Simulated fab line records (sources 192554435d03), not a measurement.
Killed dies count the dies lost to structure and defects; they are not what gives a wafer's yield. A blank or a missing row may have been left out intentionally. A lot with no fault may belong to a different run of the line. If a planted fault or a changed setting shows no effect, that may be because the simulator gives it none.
Matching of chambers :: flow n5 finfet :: N5_BEOL_M8_STRIP_19 on rie diel-03 has 4 sister chambers
The step strips in O2. 4 wafers are shown with their chamber, then 8 later ones without.

WAFERS WITH THEIR CHAMBER
wafer: L079.5
chamber: 2
drypump motor current A (A): 5.70

wafer: L081.2
chamber: 3
drypump motor current A (A): 5.88

wafer: L081.4
chamber: 0
drypump motor current A (A): 5.09

wafer: L085.2
chamber: 1
drypump motor current A (A): 5.23

WAFERS WHOSE CHAMBER IS MISSING
wafer: L085.3
drypump motor current A (A): 5.12

wafer: L085.6
drypump motor current A (A): 5.92

wafer: L088.1
drypump motor current A (A): 5.70

wafer: L088.4
drypump motor current A (A): 5.10

wafer: L088.5
drypump motor current A (A): 5.98

wafer: L095.1
drypump motor current A (A): 5.10

wafer: L095.2
drypump motor current A (A): 5.71

wafer: L095.4
drypump motor current A (A): 5.94

WHICH CHAMBER EACH ONE RAN IN
wafer: L085.3
from the rows above: can't be placed: 0 or 1
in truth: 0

wafer: L085.6
from the rows above: 3
in truth: 3

wafer: L088.1
from the rows above: 2
in truth: 2

wafer: L088.4
from the rows above: 0
in truth: 0

wafer: L088.5
from the rows above: 3
in truth: 3

wafer: L095.1
from the rows above: 0
in truth: 0

wafer: L095.2
from the rows above: 2
in truth: 2

wafer: L095.4
from the rows above: 3
in truth: 3
Placed correctly: 7 of 8. Unplaceable from these rows: 1, with the true chamber sitting among the candidates in 1. 0 placed wrongly.
How it was worked out, from the rows above alone: a wafer's distance from a chamber is the root of the sum, over the readings, of the square of ((its reading less the chamber's mean) divided by the reading's scatter). If the next closest chamber is less than 2 further off than the closest, the wafer can't be placed; otherwise it belongs to the closest. A chamber's mean is the mean of its shown wafers. The scatter (one wafer shown for each chamber): square how far every hidden wafer sits from the nearest shown wafer, average those squares and take the square root.
